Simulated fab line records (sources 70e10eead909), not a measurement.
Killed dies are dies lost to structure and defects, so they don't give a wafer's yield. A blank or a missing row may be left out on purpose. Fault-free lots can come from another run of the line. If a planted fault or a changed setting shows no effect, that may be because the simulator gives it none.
A struck lot beside a sound one + flow nandHarc + 14 out of 1159 route steps
Sound: wafers L905.2, L905.3, L905.5. Wafers struck: L915.1, L915.2, L915.3. Last of all comes the cause.
At each step with rows: each side's tool, then ch and its chambers, then its first start. Under that, the readings that differ: sound wafers + struck wafers + difference of the means + sigmas: that difference in standard deviations of wafers without a fault.
alike: words and numbers the same on both sides, and readings whose means are apart by under 2 such deviations; not compared: readings that were withheld, readings missing a value for some wafer, numbers with overlapping values and no deviation given by the record, and bounds like >300 which may hide the same value.
A row with sigmas, a row that says differs or no value, or rows on one side alone: a step with any of these is where the two part. Numbers that don't overlap but have no deviation are shown without sigmas and don't part them. A reading that every wafer of one side lacks parts them only if that side has two wafers or more.

NHARC_P_CONTACT_CMP_01: polishes SiO2, target thk 200 nm.
  sound on cmp-03 ch 2,3, day 6 05:34; struck on cmp-02 ch 1,2,3, day 9 04:51
| reading           | sound          | struck        | difference | sigmas |
|-------------------|----------------|---------------|------------|--------|
| motorCurrentA (A) | 14.0 13.6 13.1 | 12.0 10.9 9.8 | -2.7       | -2     |
  alike: slurryFlowMlMin
then, 10 steps without rows for these wafers: NHARC_P_CONTACT_SRD_03; NHARC_P_CONTACT_DEHYDRATE_04 (time 120 s); NHARC_P_CONTACT_HMDS_05 (time 30 s); NHARC_P_CONTACT_COAT_33 (time 75 s); NHARC_P_CONTACT_COAT_34 (time 65 s); NHARC_P_CONTACT_COAT_06 (resist thk 90 nm); NHARC_P_CONTACT_SOFTBAKE_07 (time 55 s); NHARC_P_CONTACT_EBR_08; NHARC_P_CONTACT_EXPOSE_09 (exposes mask P CA, target cd 90 nm); NHARC_P_CONTACT_PEB_10 (peb time 65 s).
NHARC_P_CONTACT_DEVELOP_11: develop time 35 s.
  sound on lithoTrack-06 ch 0, day 6 06:00; struck on lithoTrack-01 ch 0, day 9 05:00
| reading            | sound             | struck            | difference | sigmas |
|--------------------|-------------------|-------------------|------------|--------|
| developerTempC (C) | 23.07 23.03 22.99 | 23.95 23.79 23.86 | +0.84      | +8     |
NHARC_P_CONTACT_CD_MEAS_12 targets a cd of 90 nm.
  sound on cdSem-01 ch 0, day 6 06:24; struck on cdSem-02 ch 0, day 9 05:35
  alike: cdNm
next, for these wafers, 1 step has no rows: NHARC_END_SORT_01.

WHERE THEY PART
At NHARC_P_CONTACT_CMP_01 first; at NHARC_P_CONTACT_DEVELOP_11 last (within this record only). Later steps at which nothing parts them and some readings are alike: NHARC_P_CONTACT_CD_MEAS_12.

WHY: what had been put in by the simulator
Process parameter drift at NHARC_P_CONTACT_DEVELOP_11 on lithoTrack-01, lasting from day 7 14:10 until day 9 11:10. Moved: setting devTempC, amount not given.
